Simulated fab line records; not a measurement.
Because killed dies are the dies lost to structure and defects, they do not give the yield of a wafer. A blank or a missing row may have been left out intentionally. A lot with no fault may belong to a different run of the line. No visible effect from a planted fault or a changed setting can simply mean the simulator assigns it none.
Chamber matching || flow nandHarc || NHARC_A_SLIT_ETCH_29 on rieDiel-11: 4 sister chambers
The step etches the open film in CF4/O2, target depth 100 nm, overetch 10 nm, time 55 s. 16 wafers are shown with their chamber, then 8 later ones without.

WAFERS, EACH WITH ITS CHAMBER
{"wafer": "L079.1", "chamber": 3, "showerheadPlenumPTorr (Torr)": 1.44, "drypumpMotorCurrentA (A)": 5.5, "oesProductAu (a.u.)": 1.002}
{"wafer": "L079.4", "chamber": 3, "showerheadPlenumPTorr (Torr)": 1.44, "drypumpMotorCurrentA (A)": 5.5, "oesProductAu (a.u.)": 1.004}
{"wafer": "L079.5", "chamber": 0, "showerheadPlenumPTorr (Torr)": 1.33, "drypumpMotorCurrentA (A)": 5.3, "oesProductAu (a.u.)": 1.003}
{"wafer": "L080.2", "chamber": 3, "showerheadPlenumPTorr (Torr)": 1.44, "drypumpMotorCurrentA (A)": 5.5, "oesProductAu (a.u.)": 0.999}
{"wafer": "L080.4", "chamber": 2, "showerheadPlenumPTorr (Torr)": 1.42, "drypumpMotorCurrentA (A)": 6.4, "oesProductAu (a.u.)": 1.022}
{"wafer": "L080.6", "chamber": 2, "showerheadPlenumPTorr (Torr)": 1.42, "drypumpMotorCurrentA (A)": 6.4, "oesProductAu (a.u.)": 1.005}
{"wafer": "L086.2", "chamber": 0, "showerheadPlenumPTorr (Torr)": 1.33, "drypumpMotorCurrentA (A)": 5.3, "oesProductAu (a.u.)": 0.994}
{"wafer": "L086.5", "chamber": 2, "showerheadPlenumPTorr (Torr)": 1.41, "drypumpMotorCurrentA (A)": 6.4, "oesProductAu (a.u.)": 1.023}
{"wafer": "L086.6", "chamber": 1, "showerheadPlenumPTorr (Torr)": 1.31, "drypumpMotorCurrentA (A)": 6.1, "oesProductAu (a.u.)": 1.005}
{"wafer": "L087.2", "chamber": 0, "showerheadPlenumPTorr (Torr)": 1.33, "drypumpMotorCurrentA (A)": 5.3, "oesProductAu (a.u.)": 1.003}
{"wafer": "L087.3", "chamber": 1, "showerheadPlenumPTorr (Torr)": 1.31, "drypumpMotorCurrentA (A)": 6.2, "oesProductAu (a.u.)": 1.009}
{"wafer": "L087.6", "chamber": 2, "showerheadPlenumPTorr (Torr)": 1.41, "drypumpMotorCurrentA (A)": 6.4, "oesProductAu (a.u.)": 1.021}
{"wafer": "L090.2", "chamber": 3, "showerheadPlenumPTorr (Torr)": 1.43, "drypumpMotorCurrentA (A)": 5.4, "oesProductAu (a.u.)": 1.002}
{"wafer": "L090.3", "chamber": 1, "showerheadPlenumPTorr (Torr)": 1.31, "drypumpMotorCurrentA (A)": 6.1, "oesProductAu (a.u.)": 1.005}
{"wafer": "L090.6", "chamber": 0, "showerheadPlenumPTorr (Torr)": 1.33, "drypumpMotorCurrentA (A)": 5.3, "oesProductAu (a.u.)": 0.993}
{"wafer": "L093.2", "chamber": 2, "showerheadPlenumPTorr (Torr)": 1.41, "drypumpMotorCurrentA (A)": 6.4, "oesProductAu (a.u.)": 1.021}

SIGNATURES, as means of the wafers listed above
{"reading": "showerheadPlenumPTorr", "chamber 0": 1.3300, "chamber 1": 1.3100, "chamber 2": 1.4140, "chamber 3": 1.4375, "scatter within a chamber": 0.00403}
{"reading": "drypumpMotorCurrentA", "chamber 0": 5.300, "chamber 1": 6.133, "chamber 2": 6.400, "chamber 3": 5.475, "scatter within a chamber": 0.0344}
{"reading": "oesProductAu", "chamber 0": 0.99825, "chamber 1": 1.00633, "chamber 2": 1.01840, "chamber 3": 1.00175, "scatter within a chamber": 0.00533}
Rule: distance of a wafer from a chamber = root of the sum over the readings of ((wafer's reading minus chamber's mean) / reading's scatter) squared. The wafer belongs to the nearest chamber; if the next one is less than 2 further off, it can't be placed. The scatter: the root of (the sum of the squares of (reading less its chamber's mean) over the shown wafers, divided by (wafers less chambers)).

WAFERS WITH NO CHAMBER GIVEN
{"wafer": "L093.3", "showerheadPlenumPTorr (Torr)": 1.43, "drypumpMotorCurrentA (A)": 5.5, "oesProductAu (a.u.)": 0.997}
{"wafer": "L093.4", "showerheadPlenumPTorr (Torr)": 1.33, "drypumpMotorCurrentA (A)": 5.3, "oesProductAu (a.u.)": 0.990}
{"wafer": "L094.4", "showerheadPlenumPTorr (Torr)": 1.33, "drypumpMotorCurrentA (A)": 5.3, "oesProductAu (a.u.)": 0.980}
{"wafer": "L094.5", "showerheadPlenumPTorr (Torr)": 1.33, "drypumpMotorCurrentA (A)": 5.3, "oesProductAu (a.u.)": 0.982}
{"wafer": "L094.6", "showerheadPlenumPTorr (Torr)": 1.31, "drypumpMotorCurrentA (A)": 6.1, "oesProductAu (a.u.)": 1.009}
{"wafer": "L096.1", "showerheadPlenumPTorr (Torr)": 1.41, "drypumpMotorCurrentA (A)": 6.4, "oesProductAu (a.u.)": 0.993}
{"wafer": "L096.4", "showerheadPlenumPTorr (Torr)": 1.33, "drypumpMotorCurrentA (A)": 5.3, "oesProductAu (a.u.)": 0.986}
{"wafer": "L096.5", "showerheadPlenumPTorr (Torr)": 1.31, "drypumpMotorCurrentA (A)": 6.2, "oesProductAu (a.u.)": 1.005}

EACH ONE'S CHAMBER
{"wafer": "L093.3", "from the rows above": 3, "in truth": 3}
{"wafer": "L093.4", "from the rows above": 0, "in truth": 0}
{"wafer": "L094.4", "from the rows above": 0, "in truth": 0}
{"wafer": "L094.5", "from the rows above": 0, "in truth": 0}
{"wafer": "L094.6", "from the rows above": 1, "in truth": 1}
{"wafer": "L096.1", "from the rows above": 2, "in truth": 2}
{"wafer": "L096.4", "from the rows above": 0, "in truth": 0}
{"wafer": "L096.5", "from the rows above": 1, "in truth": 1}
Placed correctly: 8 of 8. Not placeable from these rows: 0. Wrongly placed: 0.
